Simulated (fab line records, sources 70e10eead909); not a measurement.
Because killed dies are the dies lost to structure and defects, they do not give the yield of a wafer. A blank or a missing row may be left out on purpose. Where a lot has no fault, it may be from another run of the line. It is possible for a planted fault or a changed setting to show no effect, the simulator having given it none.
Which tool is to blame?    flow nand-harc    12 lots (36 wafers sampled), 1 step of a 1302-step route

== WHAT THE GAUGES SHOWED, per wafer ==
NHARC_A_M1_OVL_MEAS_10: pitch 240 nm.
lot   measured      on          overlay-x-nm (nm)
L074  day 23 13:58  overlay-01  0.0 0.1 -1.0
L077  day 25 06:13  overlay-01  -1.5 -1.3 -1.6
L078  day 25 11:30  overlay-02  0.6 0.7 0.8
L081  day 25 18:02  overlay-02  -0.9 -1.3 -0.8
L083  day 26 11:14  overlay-01  -0.6 -1.1 -0.4
L084  day 27 08:55  overlay-02  0.0 -0.2 -0.1
L088  day 28 15:16  overlay-01  -0.3 -0.5 0.0
L089  day 28 21:37  overlay-02  0.9 0.2 0.3
L091  day 30 19:07  overlay-02  1.9 2.4 2.4
L092  day 31 06:10  overlay-02  1.2 1.7 1.6
L094  day 31 19:27  overlay-01  -0.5 -1.0 -0.4
L097  day 32 17:58  overlay-02  -0.7 -0.8 -0.5

== WHICH TOOL RAN EACH LOT (tool, then ch and the chambers of the sampled wafers, then the start) ==
Before these readings, the record contains no process step.

== THE ANSWER, worked out from the rows above alone ==
Rule: the usual values come from the lots themselves. The widest of any qualifying gaps counts: lots, ordered by their means at a reading, are off when they make up no more than a third of the lots, leave a main group of 4 or more, and stand apart from it by 3 or more times the standard deviation of that group's means. The tables above print the reading to a certain number of digits; a main group whose means all agree to those digits is not used. Also off: a lot with no number at a reading for which 4 or more lots have one. Where the step has rows for the other lots, those lots are counted as sound.
No lot is off on any of the readings shown, so nothing can be concluded from this.

== WHAT HAD BEEN PUT IN BY THE SIMULATOR ==
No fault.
